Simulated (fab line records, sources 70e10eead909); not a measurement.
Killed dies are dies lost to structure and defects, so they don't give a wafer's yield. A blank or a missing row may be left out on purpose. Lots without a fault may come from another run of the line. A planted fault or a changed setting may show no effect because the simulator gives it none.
Which tool did it? | flow nand_harc | 6 lots, 18 wafers sampled, at 3 steps of a route of 1302

WHAT THE GAUGES READ, wafer by wafer
NHARC_END_SORT_01.
lot  | measured     | on        | killed_short
L821 | day 27 03:26 | prober-02 | 0 5 3
L828 | day 30 03:17 | prober-02 | 1 2 5
L835 | day 31 19:51 | prober-01 | 3 2 1

WHICH TOOL RAN EACH LOT (tool, then ch and the chambers of the sampled wafers, then the start)
lot  | NHARC_A_CHANNEL_HOLE_D1_SOFTBAKE_05 | NHARC_A_CHANNEL_HOLE_D1_ETCH_21
L819 | litho_track-06 ch 0, day 9 11:00    | har_etch-01 ch 0,1, day 9 14:09
L821 | litho_track-01 ch 0, day 10 23:00   | har_etch-02 ch 0,1, day 11 02:12
L824 | litho_track-01 ch 0, day 12 03:00   | har_etch-02 ch 0,1, day 12 05:55
L828 | litho_track-04 ch 0, day 13 19:00   | har_etch-02 ch 0,1, day 13 21:59
L835 | litho_track-01 ch 0, day 16 03:00   | har_etch-01 ch 0, day 16 05:50
L838 | litho_track-01 ch 0, day 17 13:00   | har_etch-02 ch 0,1, day 17 18:50
- NHARC_A_CHANNEL_HOLE_D1_SOFTBAKE_05: time 55 s.
- NHARC_A_CHANNEL_HOLE_D1_ETCH_21: etches the open film in C4F8/O2/Ar, time 514.3 s, target depth 1600 nm.

THE ANSWER, worked out from the rows above alone
Rule: what is usual is taken from the lots themselves. Put in order of their means at a reading, lots are off if they are a third of the lots or fewer, leave a main group of 4 or more, and stand apart from it by a gap of 3 or more times the standard deviation of the main group's means; of several such gaps the widest counts. A main group whose means are all the same, to the digits that the tables above print for the reading, isn't used. A lot without any number at a reading at which 4 lots or more have one is off too. The other lots that the step has rows for count as sound.
No lot is off at any reading shown: from this, nothing can be told.

WHAT THE SIMULATOR HAD PUT IN
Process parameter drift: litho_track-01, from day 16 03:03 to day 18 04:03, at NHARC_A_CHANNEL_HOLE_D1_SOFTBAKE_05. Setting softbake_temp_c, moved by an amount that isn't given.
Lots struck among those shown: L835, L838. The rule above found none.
